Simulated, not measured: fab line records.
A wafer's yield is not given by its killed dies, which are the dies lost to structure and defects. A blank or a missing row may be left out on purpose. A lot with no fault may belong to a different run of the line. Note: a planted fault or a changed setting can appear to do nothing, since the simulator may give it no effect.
fab line records	flow n5-finfet
record: lots: 10	wafers: 29	last-day: 17
route steps=1938 shown ZERO_LAYER@13 WELL_APT@44 PMOS_HMC_CHANNEL_EPI@69 BEOL_M4@1111 PASSIVATION@1936
lots untouched by any fault: they come from a run of this same line in which no faults occurred
start-h: hours from the record's first day to the start of the lot's first wafer shown	wait-h: hours since the lot's step before	" same as the row above	L1.1+2: several wafers, shown together as one row	- value missing, or start not given	* or withheld: withheld	< > ~ a bound
route shown NAME@n: NAME is a module with steps in the file, n the number in the route of the first one	usual: average and standard deviation across the fault-free wafers	same: alike in all rows	chamber/n: place in a boat	sites: per-site readings	_std_site: standard deviation across them	_edge_site: inner sites' mean taken away from outer sites' mean	radius-mm: for every site, how far away it sits from the centre of the wafer	mask NAME#n: copy n	behind: the last tool/chamber to shape the wafer	hold: what put the lot on hold/how long, in hours/how the hold closed	device: whichever transistor did not switch (one of n, p or np)	end of line: the same wafers' tests at the end of the route	a step with no rows: only its recipe	killed: the dies lost at the first sort to structure and to defects; this is not the yield of the wafer	map: the dies of a wafer, with x for killed, . for not killed, _ for no die there
set.NAME: the run value of the setting; set.NAME@STEP: its run value at that earlier step	model.NAME: the simulator's own value behind a step, which no gauge read
route steps across a sampled set of lots; one table per step, one row per wafer
services: when a tool's chamber went out of use (start-h, in hours from the record's first day, below 0 if earlier), for how many hours, and the reason
== steps ==
step: N5_ZERO_LAYER_CD_MEAS_11
recipe: target-cd-nm: 2000	landing-energy-ev: 500	detector: se-inlens
usual: cd-nm: 1999.9/2.1
lot.wafer	tool	chamber	start-h	wait-h	cd-nm
L422.1	cd-sem-03	0	12.77	-	1998.8
L422.6	"	0	"	"	1996.1
L424.2	cd-sem-01	0	24.66	-	2000.0
L424.3	"	0	"	"	2001.9
L424.4	"	0	"	"	1997.5
L426.1	cd-sem-01	0	36.78	-	1996.2
L426.2	"	0	"	"	1998.0
L426.3	"	0	"	"	1996.3
L431.1	cd-sem-02	0	66.77	-	1999.5
L431.5	"	0	"	"	2001.6
L431.6	"	0	"	"	2000.6
L432.1	cd-sem-01	0	72.65	-	2001.7
L432.2	"	0	"	"	1999.4
L432.4	"	0	"	"	2002.6
L435.2	cd-sem-01	0	90.82	-	1995.9
L435.4	"	0	"	"	1997.9
L435.5	"	0	"	"	1997.7
L436.3	cd-sem-02	0	96.68	-	1996.4
L436.4	"	0	"	"	1997.8
L436.5	"	0	"	"	1997.7
L439.3	cd-sem-02	0	114.80	-	1999.2
L439.4	"	0	"	"	2000.3
L439.5	"	0	"	"	1998.7
L440.1	cd-sem-03	0	120.77	-	1997.4
L440.2	"	0	"	"	2002.0
L440.5	"	0	"	"	2001.2
L445.1	cd-sem-02	0	150.83	-	1999.4
L445.2	"	0	"	"	2000.9
L445.5	"	0	"	"	2003.5
step: N5_WELL_APT_OVL_MEAS_26
recipe: points-per-wafer: 44
usual: PWELL_OVL: -4/4.4
lot.wafer	tool	chamber	start-h	wait-h	PWELL_OVL[nm]
L422.1	overlay-02	0	15.00	0.0	-5
L422.6	"	0	"	"	-7
L424.2	overlay-02	0	27.01	0.0	-8
L424.3	"	0	"	"	-8
L424.4	"	0	"	"	-4
L426.1	overlay-01	0	39.12	0.0	11
L426.2	"	0	"	"	2
L426.3	"	0	"	"	2
L431.1	overlay-01	0	69.06	0.0	-1
L431.5	"	0	"	"	-6
L431.6	"	0	"	"	-4
L432.1	overlay-02	0	75.85	0.0	-5
L432.2	"	0	"	"	-1
L432.4	"	0	"	"	1
L435.2	overlay-02	0	93.08	0.0	-4
L435.4	"	0	"	"	-6
L435.5	"	0	"	"	-2
L436.3	overlay-02	0	99.31	0.0	0
L436.4	"	0	"	"	-10
L436.5	"	0	"	"	-2
L439.3	overlay-01	0	117.19	0.0	-3
L439.4	"	0	"	"	-3
L439.5	"	0	"	"	-1
L440.1	overlay-02	0	123.23	0.0	-2
L440.2	"	0	"	"	-3
L440.5	"	0	"	"	-2
L445.1	overlay-02	0	152.94	0.0	-6
L445.2	"	0	"	"	3
L445.5	"	0	"	"	0
step: N5_PMOS_HMC_CHANNEL_EPI_ETCH_32
recipe: chemistry: N2/H2	target: BARC	stop-on: SiO2	target-depth-a: 858	over-etch-frac: 0.3	time-s: 50.3	ion-energy-ev: 200	mask-material: CAR-ArF-block	pressure-mtorr: 30	source-w: 840	bias-w: 150	n2-flow-sccm: 200	h2-flow-sccm: 200
usual: bias-w: 150.0/0.41	drypump-motor-current-A: 5.8/0.51	oes-product-au: 0.66/0.061	rf-vpp-V: 525.1/2.3	showerhead-plenum-p-Torr: 2.58/0.074	throttle-valve-pct: 17.84/0.21
lot.wafer	tool	chamber	start-h	wait-h	bias-w	drypump-motor-current-A	oes-product-au	rf-hours-counter-h	rf-vpp-V	showerhead-plenum-p-Torr	throttle-valve-pct
L422.1	rie-diel-02	0	17.49	0.0	149.6	5.1	0.62	181	526.8	2.62	17.84
L422.6	"	1	"	"	150.1	5.8	0.68	-	523.7	2.56	17.55
L424.2	rie-diel-02	3	29.55	0.0	150.0	5.6	0.62	217	520.5	2.42	17.85
L424.3	"	0	"	"	151.0	5.1	0.62	185	526.5	2.62	17.84
L424.4	"	1	"	"	150.8	5.7	0.67	114	525.1	2.56	17.56
L426.1	rie-diel-03	3	41.29	0.0	149.9	5.9	0.65	135	524.9	2.66	18.02
L426.2	"	1	"	"	150.0	6.0	0.66	125	527.7	2.67	17.86
L426.3	"	0	"	"	149.6	6.7	0.69	76	526.0	2.58	17.98
L431.1	rie-diel-02	2	71.55	0.0	149.9	6.4	0.64	175	524.7	2.56	18.18
L431.5	"	1	"	"	149.7	5.7	0.67	-	523.8	2.55	17.59
L431.6	"	0	"	"	233.3	5.1	0.61	-	695.4	2.61	17.87
L432.1	rie-diel-02	2	78.47	0.0	149.6	6.5	0.63	177	523.9	2.55	18.18
L432.2	"	0	"	"	233.7	5.1	0.61	200	697.0	2.61	17.87
L432.4	"	3	"	"	149.6	5.6	0.61	232	520.2	2.41	17.86
L435.2	rie-diel-03	0	95.49	0.0	150.5	6.8	0.68	91	523.8	2.57	18.00
L435.4	"	1	"	"	150.7	6.1	0.65	141	527.4	2.66	17.89
L435.5	"	3	"	"	150.0	6.0	0.63	-	527.3	2.65	18.06
L436.3	rie-diel-03	2	102.02	0.0	150.2	4.9	0.59	246	523.5	2.50	18.03
L436.4	"	3	"	"	150.3	5.9	0.63	153	527.2	2.65	18.03
L436.5	"	2	"	"	149.5	4.9	0.59	-	522.0	2.50	18.02
L439.3	rie-diel-01	3	119.92	0.0	150.9	6.3	0.63	168	524.3	2.53	17.83
L439.4	"	1	"	"	150.3	5.9	0.76	30	529.3	2.68	17.58
L439.5	"	3	"	"	150.3	6.3	0.64	-	522.8	2.53	17.83
L440.1	rie-diel-03	0	125.53	0.0	149.0	6.8	0.67	104	524.3	2.57	18.03
L440.2	"	3	"	"	150.2	5.9	0.63	163	526.0	2.65	18.05
L440.5	"	3	"	"	150.0	5.9	0.62	-	526.5	2.65	18.07
L445.1	rie-diel-03	3	155.50	0.0	149.3	5.9	0.61	172	527.3	2.64	18.10
L445.2	"	1	"	"	150.2	6.1	0.64	162	527.9	2.65	17.92
L445.5	"	3	"	"	149.6	5.9	0.62	-	526.8	2.64	18.08
step: N5_PMOS_HMC_CHANNEL_EPI_INSPECT_30
recipe: inspect-instrument: darkfield	mode: post-epi
usual: raw-defect-count: 19/6.4
lot.wafer	tool	chamber	start-h	wait-h	raw-defect-count
L422.1	defect-inspect-01	-	20.38	0.0	18
L422.6	"	-	"	"	25
L424.2	defect-inspect-02	-	33.28	0.0	23
L424.3	"	-	"	"	13
L424.4	"	-	"	"	28
L426.1	defect-inspect-01	-	44.42	0.0	18
L426.2	"	-	"	"	29
L426.3	"	-	"	"	9
L431.1	defect-inspect-02	-	74.70	0.0	12
L431.5	"	-	"	"	18
L431.6	"	-	"	"	14
L432.1	defect-inspect-02	-	81.72	0.0	13
L432.2	"	-	"	"	22
L432.4	"	-	"	"	14
L435.2	defect-inspect-02	-	98.62	0.0	27
L435.4	"	-	"	"	24
L435.5	"	-	"	"	16
L436.3	defect-inspect-02	-	105.15	0.0	25
L436.4	"	-	"	"	15
L436.5	"	-	"	"	19
L439.3	defect-inspect-02	-	122.63	0.0	16
L439.4	"	-	"	"	16
L439.5	"	-	"	"	13
L440.1	defect-inspect-02	-	128.27	0.0	21
L440.2	"	-	"	"	23
L440.5	"	-	"	"	18
L445.1	defect-inspect-02	-	158.33	0.0	25
L445.2	"	-	"	"	16
L445.5	"	-	"	"	18
step: N5_BEOL_M4_RC_MEAS_101
usual: DIBL_N: 36.2/1.7	DIBL_P: 36.6/1.9	IOFF_N: 0.16/0.032	IOFF_P: 0.21/0.037	ION_N: 675/12	ION_P: 460/8.1	SS_N: 71.4/0.58	SS_P: 73.4/0.64	VT_N: 249/3.2	VT_P: -252/3.4
lot.wafer	tool	chamber	start-h	wait-h	DIBL_N[mV/V]	DIBL_P[mV/V]	IOFF_N[nA/um]	IOFF_P[nA/um]	ION_N[uA/um]	ION_P[uA/um]	SS_N[mV/dec]	SS_P[mV/dec]	VT_N[mV]	VT_P[mV]
L422.1	prober-02	0	166.74	0.0	39.2	38.4	0.20	0.22	673	452	72.1	73.8	246	-252
L422.6	"	0	"	"	36.3	35.2	0.15	0.18	674	459	70.1	73.3	248	-252
L424.2	prober-01	0	178.44	0.2	38.3	38.3	0.19	0.26	684	460	71.3	74.0	246	-247
L424.3	"	0	"	"	40.0	40.5	0.24	0.31	685	469	72.7	74.1	244	-242
L424.4	"	0	"	"	36.8	37.0	0.18	0.24	685	466	71.6	73.1	247	-246
L426.1	prober-02	0	192.76	0.0	37.4	37.4	0.19	0.21	688	468	71.5	73.3	247	-251
L426.2	"	0	"	"	35.3	34.8	0.14	0.17	669	454	71.3	73.3	253	-255
L426.3	"	0	"	"	36.7	36.8	0.18	0.20	664	457	72.4	73.7	249	-252
L431.1	prober-02	0	208.18	0.0	35.6	36.2	0.16	0.19	684	463	71.6	73.1	248	-250
L431.5	"	0	"	"	33.9	33.8	0.12	0.15	671	455	71.2	73.2	253	-254
L431.6	"	0	"	"	34.7	35.1	0.14	0.17	676	463	71.1	73.2	249	-253
L432.1	prober-02	0	226.69	0.0	38.8	41.1	0.20	0.27	688	473	71.6	74.6	245	-250
L432.2	"	0	"	"	34.4	35.3	0.12	0.17	658	454	70.9	72.6	252	-256
L432.4	"	0	"	"	37.4	38.8	0.18	0.23	693	465	71.7	73.9	247	-253
L435.2	prober-02	0	245.13	0.2	36.2	37.0	0.16	0.20	672	453	71.1	73.1	247	-253
L435.4	"	0	"	"	33.7	33.3	0.12	0.15	665	450	71.1	72.2	252	-254
L435.5	"	0	"	"	36.9	37.8	0.18	0.22	673	460	71.8	73.6	248	-251
L436.3	prober-02	0	247.01	0.3	38.6	41.4	0.21	0.26	679	467	72.2	74.4	246	-249
L436.4	"	0	"	"	34.5	36.3	0.13	0.18	668	460	71.0	72.3	253	-252
L436.5	"	0	"	"	37.6	40.2	0.18	0.23	681	464	71.9	73.9	247	-254
L439.3	prober-02	0	264.09	0.3	37.1	37.9	0.17	0.21	678	463	71.4	73.3	248	-251
L439.4	"	0	"	"	35.6	35.9	0.15	0.17	657	450	71.7	73.1	248	-254
L439.5	"	0	"	"	34.8	34.4	0.13	0.16	667	454	71.3	72.4	251	-255
L440.1	prober-01	0	267.66	0.0	34.6	34.0	0.14	0.15	679	461	70.6	73.0	249	-256
L440.2	"	0	"	"	36.3	37.4	0.16	0.19	667	451	71.6	73.7	250	-254
L440.5	"	0	"	"	36.0	36.6	0.15	0.17	680	455	72.1	73.5	250	-256
L445.1	prober-02	0	296.75	0.0	37.0	35.9	0.16	0.21	680	465	71.2	72.9	249	-253
L445.2	"	0	"	"	35.7	34.2	0.13	0.19	666	460	69.8	72.2	254	-250
L445.5	"	0	"	"	37.2	37.3	0.17	0.23	684	469	71.0	73.9	249	-247
step: N5_PASSIVATION_PROBE_49
usual: defect-limited-yield: 91.3/1.5	killed_at_M0_to_M3: 35/10	killed_at_M4_up: 12/4.6	killed-at-contacts: 13/6.6	killed-at-front-end: 39/11	killed-at-other: 4/3.4	killed-dies: 103/17	killed-open: 67/13	killed-short: 35/8.2	sort_bin_5_function: 5.1/0.94	sort_bin_6_memory: 3.2/0.7	sort-n-pass: 1077/17	sort-yield-pct: 91.3/1.5
same: gross-dies: 1180	killed-at-back-side: 0	sort_bin_4_leakage[%]: 0	sort_bin_8_speed[%]: 0
lot.wafer	tool	chamber	start-h	wait-h	defect-limited-yield[%]	killed_at_M0_to_M3	killed_at_M4_up	killed-at-contacts	killed-at-front-end	killed-at-other	killed-dies	killed-open	killed-short	sort_bin_5_function[%]	sort_bin_6_memory[%]	sort-n-pass	sort-yield-pct[%]
L436.3	prober-02	-	347.17	0.1	90.7	32	15	16	44	3	110	64	45	5.9	3.1	1070	90.7
L436.4	prober-02	-	347.22	0.2	91.4	22	15	17	48	0	102	65	31	5.1	3.1	1078	91.4
L436.5	prober-02	-	347.27	0.2	91.1	40	7	9	47	2	105	52	52	5.5	2.8	1075	91.1
L439.3	prober-01	-	376.95	0.1	91.6	39	7	11	37	5	99	48	51	5.1	3.1	1081	91.6
L439.4	prober-01	-	377.00	0.2	90.4	30	7	22	46	8	113	69	41	5.8	3.5	1067	90.4
L439.5	prober-01	-	377.05	0.2	91.1	26	10	16	48	5	105	61	44	6.1	2.5	1075	91.1
L440.1	prober-01	-	383.95	0.0	92.6	37	13	2	35	0	87	54	32	4.5	2.5	1093	92.6
L440.2	prober-01	-	384.00	0.1	93.6	28	18	6	19	5	76	50	25	3.9	2.1	1104	93.6
L440.5	prober-01	-	384.15	0.2	90.5	33	12	26	39	2	112	72	36	5.4	3.5	1068	90.5
L445.1	prober-02	-	404.37	0.0	89.0	45	13	22	42	8	130	96	33	6.9	4.2	1050	89.0
L445.2	prober-02	-	404.42	0.1	88.7	54	14	26	29	10	133	92	40	7.2	3.9	1047	88.7
L445.5	prober-02	-	404.57	0.2	89.4	56	14	23	29	3	125	78	46	5.8	4.7	1055	89.4
killed by level:class
L436.3 FIN_SAQP:geometric-particle:short=14 MOL_CONTACT_COAG:geometric-particle:open=13 BEOL_M0_SAQP:geometric-particle:open=8 BEOL_M1:geometric-particle:open=8 BEOL_M0_SAQP:geometric-particle:short=7 BEOL_M4:geometric-particle:open=7 FIN_SAQP:geometric-particle:open=6 GATE_CUT:geometric-particle:short=6
L436.4 MOL_CONTACT_COAG:geometric-particle:open=15 FIN_SAQP:geometric-particle:short=13 FIN_SAQP:geometric-particle:open=10 BEOL_M2:geometric-particle:open=8 GATE_CUT:geometric-particle:short=6 BEOL_M4:geometric-particle:open=5 BEOL_M7:geometric-particle:open=5 BEOL_M0_SAQP:geometric-particle:open=4
L436.5 FIN_SAQP:geometric-particle:short=19 BEOL_M0_SAQP:geometric-particle:short=17 FIN_SAQP:geometric-particle:open=12 BEOL_M0_SAQP:geometric-particle:open=8 MOL_CONTACT_COAG:geometric-particle:open=6 BEOL_M2:geometric-particle:open=6 GATE_CUT:geometric-particle:short=5 STI_FIN_REVEAL:geometric-particle:open=3
L439.3 BEOL_M0_SAQP:geometric-particle:short=12 BEOL_M3:geometric-particle:short=11 FIN_SAQP:geometric-particle:short=10 MOL_CONTACT_COAG:geometric-particle:open=10 GATE_CUT:geometric-particle:short=8 DUMMY_GATE:geometric-particle:open=6 BEOL_M0_SAQP:geometric-particle:open=5 BEOL_M1:geometric-particle:open=5
L439.4 MOL_CONTACT_COAG:geometric-particle:open=19 BEOL_M0_SAQP:geometric-particle:short=9 STI_FIN_REVEAL:geometric-particle:open=8 BEOL_M1:geometric-particle:open=7 FIN_SAQP:geometric-particle:short=6 FIN_SAQP:geometric-particle:open=6 DUMMY_GATE:geometric-particle:open=6 GATE_CUT:geometric-particle:short=6
L439.5 MOL_CONTACT_COAG:geometric-particle:open=14 FIN_SAQP:geometric-particle:short=12 FIN_SAQP:geometric-particle:open=10 GATE_CUT:geometric-particle:open=7 BEOL_M1:geometric-particle:open=6 BEOL_M0_SAQP:geometric-particle:short=6 GATE_CUT:geometric-particle:short=5 BEOL_M0_SAQP:geometric-particle:open=4
L440.1 STI_FIN_REVEAL:geometric-particle:open=11 BEOL_M4:geometric-particle:open=8 BEOL_M0_SAQP:geometric-particle:short=8 BEOL_M0_SAQP:geometric-particle:open=7 BEOL_M3:geometric-particle:open=7 BEOL_M3:geometric-particle:short=7 DUMMY_GATE:geometric-particle:open=4 BEOL_M1:geometric-particle:open=4
L440.2 BEOL_M4:geometric-particle:open=8 STI_FIN_REVEAL:geometric-particle:open=5 BEOL_M0_SAQP:geometric-particle:short=5 BEOL_M0_SAQP:geometric-particle:open=5 BEOL_M0:geometric-particle:open=5 BEOL_M5:geometric-particle:open=5 FIN_SAQP:geometric-particle:open=4 MOL_CONTACT_COAG:geometric-particle:open=4
L440.5 MOL_CONTACT_COAG:geometric-particle:open=22 BEOL_M0_SAQP:geometric-particle:short=12 DUMMY_GATE:geometric-particle:open=8 STI_FIN_REVEAL:geometric-particle:open=7 BEOL_M1:geometric-particle:open=7 ILD0:geometric-particle:open=4 MOL_CONTACT_COAG:geometric-particle:short=4 BEOL_M0_SAQP:geometric-particle:open=4
L445.1 MOL_CONTACT_COAG:geometric-particle:open=17 FIN_SAQP:geometric-particle:open=14 BEOL_M4:geometric-particle:open=7 BEOL_M1:geometric-particle:open=7 BEOL_M2:geometric-particle:open=7 DUMMY_GATE:geometric-particle:open=6 BEOL_M3:geometric-particle:open=6 BEOL_M0_SAQP:geometric-particle:short=6
L445.2 MOL_CONTACT_COAG:geometric-particle:open=22 BEOL_M2:geometric-particle:open=14 BEOL_M0_SAQP:geometric-particle:short=14 FIN_SAQP:geometric-particle:open=13 BEOL_M0_SAQP:geometric-particle:open=10 BEOL_M0:geometric-particle:open=5 BEOL_M3:geometric-particle:open=5 FIN_SAQP:geometric-particle:short=4
L445.5 MOL_CONTACT_COAG:geometric-particle:open=19 BEOL_M0_SAQP:geometric-particle:open=19 BEOL_M0_SAQP:geometric-particle:short=16 BEOL_M2:geometric-particle:open=9 FIN_SAQP:geometric-particle:short=8 GATE_CUT:geometric-particle:short=8 FIN_SAQP:geometric-particle:open=4 MOL_CONTACT_COAG:geometric-particle:short=4
== services ==
tool	chamber	start-h	hours	kind
rie-diel-01	0	-3.69	4.4	repair
rie-diel-03	2	6.93	2.8	repair
rie-diel-01	1	11.47	-	clean
rie-diel-01	1	11.47	-	consumable-replace:focus-ring
rie-diel-01	1	11.47	-	consumable-replace:showerhead
rie-diel-01	1	11.47	13.3	scheduled-down
rie-diel-01	1	11.47	13.3	vent-cycle
rie-diel-03	1	18.57	4.2	repair
rie-diel-01	0	83.87	-	clean
rie-diel-01	0	83.87	-	consumable-replace:focus-ring
rie-diel-01	0	83.87	18.3	scheduled-down
rie-diel-03	1	85.69	1.9	repair
rie-diel-01	-	94.95	0.5	repair
rie-diel-02	-	105.28	14.6	pm
rie-diel-03	2	116.00	-	clean
rie-diel-03	2	116.00	-	consumable-replace:focus-ring
rie-diel-03	2	116.00	23.7	scheduled-down
rie-diel-03	2	116.00	23.7	vent-cycle
rie-diel-02	3	147.89	-	clean
rie-diel-02	3	147.89	-	consumable-replace:esc
rie-diel-02	3	147.89	-	consumable-replace:focus-ring
rie-diel-02	3	147.89	-	consumable-replace:showerhead
rie-diel-02	3	147.89	19.6	scheduled-down
rie-diel-02	3	147.89	19.6	vent-cycle
== key ==
first-sign: step: N5_PMOS_HMC_CHANNEL_EPI_ETCH_32	reading: bias-w	direction: up	sigmas: 99+	usual: *	struck: *
effect: step: N5_PMOS_HMC_CHANNEL_EPI_ETCH_32	reading: rf-vpp-V	direction: up	sigmas: 74	usual: 525.1	struck: 696.2
met-at N5_PMOS_HMC_CHANNEL_EPI_ETCH_32
struck-lots L431,L432
struck-wafers L431.6,L432.2
not-acting-at N5_ZERO_LAYER_CD_MEAS_11,N5_WELL_APT_OVL_MEAS_26,N5_PMOS_HMC_CHANNEL_EPI_INSPECT_30
onset-between 29.55 71.55
fault: kind: process-parameter-drift	tool: rie-diel-02	chamber: 0	onset-h: 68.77	steps: N5_PMOS_HMC_CHANNEL_EPI_ETCH_32	channel: bias-w	offset: *	shape: step	end-h: 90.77	acts-in: *	stated: *
